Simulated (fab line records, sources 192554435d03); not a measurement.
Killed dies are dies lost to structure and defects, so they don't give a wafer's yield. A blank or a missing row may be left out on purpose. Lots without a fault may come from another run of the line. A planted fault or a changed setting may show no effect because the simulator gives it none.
A struck lot beside a sound one | flow n5_finfet | 20 steps out of a route of 1938
Sound: wafers L489.2, L489.3, L489.5. Struck: wafer L493.4. (L493.5 of the same lot was not struck and is left out.) The cause comes at the end.
At each step with rows: each side's tool, then ch and its chambers, then its first start. Under that, the readings that differ: sound wafers | struck wafers | difference of the means | sigmas: that difference in standard deviations of wafers without a fault.
alike: readings whose means differ by less than 2 such deviations, and words and numbers that are the same on both sides. not compared: withheld readings, readings that some wafer has no value for, bounds like >300 that may hide the same value, and numbers for which the record gives no deviation and whose values overlap.
The two part at a step that has a row with sigmas, a row that says differs or no value, or rows on one side only. Numbers that don't overlap but have no deviation are shown without sigmas and don't part them. A reading that every wafer of one side lacks parts them only if that side has two wafers or more.

first, 8 steps without rows for these wafers: N5_BEOL_M12_COAT_58 (time 60 s, resist thk 89 nm); N5_BEOL_M12_COAT_04 (resist thk 400 nm); N5_BEOL_M12_EBR_06; N5_BEOL_M12_SOFTBAKE_05 (time 60 s); N5_BEOL_M12_EXPOSE_07 (exposes mask V11); N5_BEOL_M12_PEB_08 (peb time 90 s); N5_BEOL_M12_DEVELOP_09 (develop time 45 s); N5_BEOL_M12_HARDBAKE_14 (time 120 s).
N5_BEOL_M12_CD_MEAS_10: target cd 140 nm.
  sound on cd_sem-01 ch 0, day 11 07:14; struck on cd_sem-01 ch 0, day 12 08:11
  alike: cd_nm
N5_BEOL_M12_OVL_MEAS_11:
  sound on overlay-01 ch 0, day 11 07:16; struck on overlay-02 ch 0, day 12 08:13
  alike: V11_OVL
N5_BEOL_M12_INSPECT_12: inspects for defects (macro).
  sound on defect_inspect-02, day 11 07:17; struck on defect_inspect-02, day 12 08:14
  alike: raw_defect_count
N5_BEOL_M12_DESCUM_15: chemistry O2, time 7.9 s.
  sound on rie_diel-02 ch 1,3, day 11 07:19; struck on rie_diel-04 ch 2, day 12 08:17
  reading                        | sound                | struck | difference | sigmas
  chamber_pressure_mTorr (mTorr) | 19.995 19.985 19.992 | 20.034 | +0.043     | +2
  alike: drypump_motor_current_A, oes_product_au, rf_vpp_V, showerhead_plenum_p_Torr, throttle_valve_pct
  not compared: rf_hours_counter_h
N5_BEOL_M12_ETCH_59: etches BARC in N2/H2, target depth 89 nm, overetch 26.7 nm, time 67.9 s.
  sound on rie_diel-02 ch 1,3, day 11 07:22; struck on rie_diel-04 ch 2, day 12 08:19
  reading                                    | sound             | struck | difference | sigmas
  throttle_valve_pct (%)                     | 18.01 17.53 17.54 | 18.27  | +0.58      | +2
  model.coat_of_BEOL_M12_COAT_04.thk_nm (nm) | 314.8 316.2 316.6 | 334.8  | +18.9      |
  model.etch.depth_nm (nm)                   | 89.08 89.08 88.93 | 82.98  | -6.05      |
  alike: chamber_pressure_mTorr, drypump_motor_current_A, oes_product_au, rf_vpp_V, showerhead_plenum_p_Torr
  not compared: rf_hours_counter_h
N5_BEOL_M12_VIA_ETCH_16: etches SiOC in C4F8/O2/Ar, target depth 724.8 nm.
  sound on rie_diel-02 ch 1,3, day 11 07:25; struck on rie_diel-04 ch 2, day 12 08:22
  reading                                    | sound             | struck | difference | sigmas
  model.coat_of_BEOL_M12_COAT_04.thk_nm (nm) | 120.4 122.4 122.4 | 143    | +21        |
  alike: O2_flow_sccm, chamber_pressure_mTorr, drypump_motor_current_A, oes_product_au, rf_vpp_V, showerhead_plenum_p_Torr, throttle_valve_pct
N5_BEOL_M12_STRIP_63: strips in N2/H2.
  sound on plasma_asher-02 ch 0,1, day 11 07:37; struck on plasma_asher-02 ch 0, day 12 08:35
  reading                      | sound             | struck | difference | sigmas
  oes_product_au (a.u.)        | 0.691 0.687 0.688 | 0.698  | +0.009     | +2
  strip_time_to_endpoint_s (s) | 41.8 42.3 42.3    | 47.8   | +5.7       | +8
  alike: chamber_pressure_mTorr, drypump_motor_current_A, heater_power_w
  not compared: rf_hours_counter_h
N5_BEOL_M12_STRIP_64: strips in N2/H2.
  sound on plasma_asher-02 ch 0,1, day 11 07:40; struck on plasma_asher-02 ch 0, day 12 08:38
  alike: drypump_motor_current_A, heater_power_w, oes_product_au, strip_time_to_endpoint_s
  not compared: rf_hours_counter_h
then, 2 steps without rows for these wafers: N5_BEOL_M12_STRIP_71 (strips in post etch residue remover, time 60 s); N5_BEOL_M12_SRD_72 (time 30 s, dry time 30 s).
N5_BEOL_M12_CD_MEAS_17: target cd 140 nm.
  sound on cd_sem-01, day 11 07:49; struck on cd_sem-03, day 12 08:46
  reading    | sound             | struck | difference | sigmas
  cd_nm (nm) | 143.6 141.2 141.1 | 137.0  | -5.0       | -3
then, 1 step without rows for these wafers: N5_BEOL_M12_COAT_65 (time 60 s, resist thk 300 nm).

WHERE THEY PART
First at N5_BEOL_M12_DESCUM_15; last, within this record, at N5_BEOL_M12_CD_MEAS_17.

WHY: what the simulator had put in
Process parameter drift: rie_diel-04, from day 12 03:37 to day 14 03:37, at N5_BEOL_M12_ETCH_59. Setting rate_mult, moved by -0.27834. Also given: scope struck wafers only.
